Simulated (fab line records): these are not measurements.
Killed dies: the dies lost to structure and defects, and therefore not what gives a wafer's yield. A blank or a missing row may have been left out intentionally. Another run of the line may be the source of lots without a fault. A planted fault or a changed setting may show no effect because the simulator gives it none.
Matching of chambers :: flow n5-finfet :: rie-diel-04 running N5_BEOL_M2_ETCH_63: 4 sister chambers
The step etches SiARC in CF4, target depth 15.6 nm, time 26 s. 22 wafers are shown with their chamber, then 11 later ones without.

== EACH WAFER AND ITS CHAMBER ==
wafer: L077.2
chamber: 3
showerhead-plenum-p-Torr (Torr): 2.07
throttle-valve-pct (%): 15.35
drypump-motor-current-A (A): 6.1

wafer: L077.3
chamber: 2
showerhead-plenum-p-Torr (Torr): 2.12
throttle-valve-pct (%): 15.89
drypump-motor-current-A (A): 6.4

wafer: L077.5
chamber: 2
showerhead-plenum-p-Torr (Torr): 2.12
throttle-valve-pct (%): 15.90
drypump-motor-current-A (A): 6.3

wafer: L079.1
chamber: 3
showerhead-plenum-p-Torr (Torr): 2.07
throttle-valve-pct (%): 15.34
drypump-motor-current-A (A): 6.1

wafer: L079.4
chamber: 3
showerhead-plenum-p-Torr (Torr): 2.07
throttle-valve-pct (%): 15.37
drypump-motor-current-A (A): 6.0

wafer: L079.6
chamber: 1
showerhead-plenum-p-Torr (Torr): 2.19
throttle-valve-pct (%): 15.43
drypump-motor-current-A (A): 6.1

wafer: L080.4
chamber: 2
showerhead-plenum-p-Torr (Torr): 2.11
throttle-valve-pct (%): 15.91
drypump-motor-current-A (A): 6.4

wafer: L080.5
chamber: 1
showerhead-plenum-p-Torr (Torr): 2.19
throttle-valve-pct (%): 15.45
drypump-motor-current-A (A): 6.1

wafer: L080.6
chamber: 3
showerhead-plenum-p-Torr (Torr): 2.07
throttle-valve-pct (%): 15.37
drypump-motor-current-A (A): 6.1

wafer: L081.3
chamber: 1
showerhead-plenum-p-Torr (Torr): 2.19
throttle-valve-pct (%): 15.44
drypump-motor-current-A (A): 6.1

wafer: L081.4
chamber: 1
showerhead-plenum-p-Torr (Torr): 2.19
throttle-valve-pct (%): 15.44
drypump-motor-current-A (A): 6.1

wafer: L081.5
chamber: 3
showerhead-plenum-p-Torr (Torr): 2.07
throttle-valve-pct (%): 15.38
drypump-motor-current-A (A): 6.1

wafer: L082.1
chamber: 3
showerhead-plenum-p-Torr (Torr): 2.07
throttle-valve-pct (%): 15.38
drypump-motor-current-A (A): 6.1

wafer: L082.2
chamber: 0
showerhead-plenum-p-Torr (Torr): 2.21
throttle-valve-pct (%): 15.45
drypump-motor-current-A (A): 6.6

wafer: L082.6
chamber: 1
showerhead-plenum-p-Torr (Torr): 2.19
throttle-valve-pct (%): 15.46
drypump-motor-current-A (A): 6.1

wafer: L085.1
chamber: 1
showerhead-plenum-p-Torr (Torr): 2.18
throttle-valve-pct (%): 15.48
drypump-motor-current-A (A): 6.1

wafer: L085.5
chamber: 0
showerhead-plenum-p-Torr (Torr): 2.21
throttle-valve-pct (%): 15.47
drypump-motor-current-A (A): 6.6

wafer: L085.6
chamber: 1
showerhead-plenum-p-Torr (Torr): 2.18
throttle-valve-pct (%): 15.47
drypump-motor-current-A (A): 6.1

wafer: L092.2
chamber: 3
showerhead-plenum-p-Torr (Torr): 2.06
throttle-valve-pct (%): 15.43
drypump-motor-current-A (A): 6.1

wafer: L092.4
chamber: 3
showerhead-plenum-p-Torr (Torr): 2.06
throttle-valve-pct (%): 15.42
drypump-motor-current-A (A): 6.1

wafer: L092.6
chamber: 2
showerhead-plenum-p-Torr (Torr): 2.10
throttle-valve-pct (%): 15.96
drypump-motor-current-A (A): 6.3

wafer: L094.1
chamber: 0
showerhead-plenum-p-Torr (Torr): 2.20
throttle-valve-pct (%): 15.52
drypump-motor-current-A (A): 6.5

SIGNATURES (means of the wafers above)
reading: showerhead-plenum-p-Torr
chamber 0: 2.2067
chamber 1: 2.1871
chamber 2: 2.1125
chamber 3: 2.0675
scatter within a chamber: 0.00594

reading: throttle-valve-pct
chamber 0: 15.4800
chamber 1: 15.4529
chamber 2: 15.9150
chamber 3: 15.3800
scatter within a chamber: 0.0281

reading: drypump-motor-current-A
chamber 0: 6.567
chamber 1: 6.100
chamber 2: 6.350
chamber 3: 6.087
scatter within a chamber: 0.0376
Rule: a wafer lies at a distance from a chamber equal to the root of the sum of squares, over the readings, of (its reading less the chamber's mean, divided by the reading's scatter). The wafer belongs to the nearest chamber; if the next one is less than 2 further off, it can't be placed. The scatter: take each reading less its chamber's mean, square it, sum over the shown wafers, divide by the number of wafers less the number of chambers, and take the root.

== WAFERS MISSING THEIR CHAMBER ==
wafer: L094.2
showerhead-plenum-p-Torr (Torr): 2.18
throttle-valve-pct (%): 15.03
drypump-motor-current-A (A): 6.0

wafer: L094.6
showerhead-plenum-p-Torr (Torr): 2.10
throttle-valve-pct (%): 15.99
drypump-motor-current-A (A): 6.4

wafer: L095.3
showerhead-plenum-p-Torr (Torr): 2.20
throttle-valve-pct (%): 15.50
drypump-motor-current-A (A): 6.6

wafer: L095.5
showerhead-plenum-p-Torr (Torr): 2.06
throttle-valve-pct (%): 15.44
drypump-motor-current-A (A): 6.0

wafer: L095.6
showerhead-plenum-p-Torr (Torr): 2.18
throttle-valve-pct (%): 15.04
drypump-motor-current-A (A): 6.1

wafer: L096.1
showerhead-plenum-p-Torr (Torr): 2.18
throttle-valve-pct (%): 15.02
drypump-motor-current-A (A): 6.1

wafer: L096.2
showerhead-plenum-p-Torr (Torr): 2.06
throttle-valve-pct (%): 15.44
drypump-motor-current-A (A): 6.1

wafer: L096.3
showerhead-plenum-p-Torr (Torr): 2.20
throttle-valve-pct (%): 15.53
drypump-motor-current-A (A): 6.6

wafer: L096.4
showerhead-plenum-p-Torr (Torr): 2.18
throttle-valve-pct (%): 15.03
drypump-motor-current-A (A): 6.1

wafer: L096.5
showerhead-plenum-p-Torr (Torr): 2.06
throttle-valve-pct (%): 15.43
drypump-motor-current-A (A): 6.1

wafer: L096.6
showerhead-plenum-p-Torr (Torr): 2.20
throttle-valve-pct (%): 15.52
drypump-motor-current-A (A): 6.6

== EACH ONE'S CHAMBER ==
wafer: L094.2
from the rows above: 1
in truth: 1

wafer: L094.6
from the rows above: 2
in truth: 2

wafer: L095.3
from the rows above: 0
in truth: 0

wafer: L095.5
from the rows above: 3
in truth: 3

wafer: L095.6
from the rows above: 1
in truth: 1

wafer: L096.1
from the rows above: 1
in truth: 1

wafer: L096.2
from the rows above: 3
in truth: 3

wafer: L096.3
from the rows above: 0
in truth: 0

wafer: L096.4
from the rows above: 1
in truth: 1

wafer: L096.5
from the rows above: 3
in truth: 3

wafer: L096.6
from the rows above: 0
in truth: 0
Placed correctly: 11 of 11. Number that these rows cannot place: 0. Number placed wrongly: 0.
